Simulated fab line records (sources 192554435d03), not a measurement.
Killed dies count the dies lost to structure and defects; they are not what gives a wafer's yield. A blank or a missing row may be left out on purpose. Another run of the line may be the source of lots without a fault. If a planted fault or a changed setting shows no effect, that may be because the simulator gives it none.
Matching of chambers ; flow n5-finfet ; N5_MOL_CONTACT_COAG_ALD_27 on ald-sin-03: 4 sister chambers
The step deposits SiOC, target thk 17 nm, pulse time 1.5 s, time 2720 s. 8 wafers are shown with their chamber, then 12 later ones without.

EACH WAFER AND ITS CHAMBER
wafer;chamber;heater-power-w (W);precursor-pulse-height-rel
L091.1;1;759;0.948
L091.3;2;882;1.000
L091.4;3;744;0.981
L091.5;0;772;0.998
L091.6;3;745;1.008
L092.2;0;801;1.002
L092.5;2;887;1.024
L092.6;1;757;0.990

WAFERS WITH NO CHAMBER GIVEN
wafer;heater-power-w (W);precursor-pulse-height-rel
L093.2;886;1.010
L093.4;752;0.960
L093.5;741;0.984
L094.1;738;1.013
L094.2;790;1.005
L094.3;872;0.994
L094.4;744;0.999
L094.5;757;1.019
L094.6;882;0.996
L096.1;755;0.983
L096.3;887;1.038
L096.4;876;1.007

WHICH CHAMBER EACH ONE RAN IN
wafer;from the rows above;in truth
L093.2;2;2
L093.4;can't be placed: 1 or 3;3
L093.5;can't be placed: 3 or 1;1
L094.1;can't be placed: 3 or 1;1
L094.2;0;0
L094.3;2;2
L094.4;can't be placed: 3 or 1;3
L094.5;can't be placed: 3 or 1 or 0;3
L094.6;2;2
L096.1;can't be placed: 1 or 3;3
L096.3;2;2
L096.4;2;2
Placed correctly: 6 of 12. Unplaceable from these rows: 6, with the true chamber sitting among the candidates in 6. Wrongly placed: 0.
How it was worked out, from the rows above alone: a wafer's distance from a chamber is the root of the sum, over the readings, of the square of ((its reading less the chamber's mean) divided by the reading's scatter). The wafer belongs to the nearest chamber; if the next one is less than 2 further off, it can't be placed. Each chamber's mean is taken over the wafers shown for it. The scatter is the square root of a quotient: the sum, over the shown wafers, of each reading's squared deviation from its chamber's mean, divided by wafers minus chambers.
